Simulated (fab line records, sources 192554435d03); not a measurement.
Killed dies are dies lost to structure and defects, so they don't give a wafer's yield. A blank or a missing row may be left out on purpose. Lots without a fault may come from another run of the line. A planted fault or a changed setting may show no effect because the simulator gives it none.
Chamber matching | flow n5_finfet | N5_DUMMY_GATE_ALD_02 on ald_sin-01: 4 sister chambers
The step deposits SiO2, target thk 2 nm, pulse time 1 s. 4 wafers are shown with their chamber, then 11 later ones without.

WAFERS WITH THEIR CHAMBER
wafer  | chamber | heater_power_w (W)
L086.1 | 0       | 461
L088.1 | 1       | 480
L088.2 | 2       | 397
L089.1 | 3       | 491

WAFERS WITHOUT THEIR CHAMBER
wafer  | heater_power_w (W)
L089.3 | 485
L089.5 | 410
L091.1 | 486
L091.3 | 470
L091.5 | 493
L092.1 | 474
L092.2 | 464
L092.6 | 452
L093.1 | 486
L093.3 | 472
L093.4 | 475

WHICH CHAMBER EACH WENT THROUGH
wafer  | from the rows above          | in truth
L089.3 | can't be placed: 1 or 3      | 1
L089.5 | 2                            | 2
L091.1 | can't be placed: 3 or 1      | 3
L091.3 | can't be placed: 0 or 1 or 3 | 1
L091.5 | can't be placed: 3 or 1      | 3
L092.1 | can't be placed: 1 or 0 or 3 | 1
L092.2 | can't be placed: 0 or 1      | 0
L092.6 | 0                            | 0
L093.1 | can't be placed: 3 or 1      | 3
L093.3 | can't be placed: 1 or 0 or 3 | 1
L093.4 | can't be placed: 1 or 0 or 3 | 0
Placed correctly: 2 of 11. Can't be placed from these rows: 9 (the true chamber is among the candidates in 9). Placed wrongly: 0.
How it was worked out, from the rows above alone: a wafer's distance from a chamber is the root of the sum, over the readings, of the square of ((its reading less the chamber's mean) divided by the reading's scatter). The wafer belongs to the nearest chamber; if the next one is less than 2 further off, it can't be placed. A chamber's mean is the mean of its shown wafers. The scatter: with one shown wafer a chamber, the root of the mean of the squares of how far each hidden wafer lies from its nearest shown one.
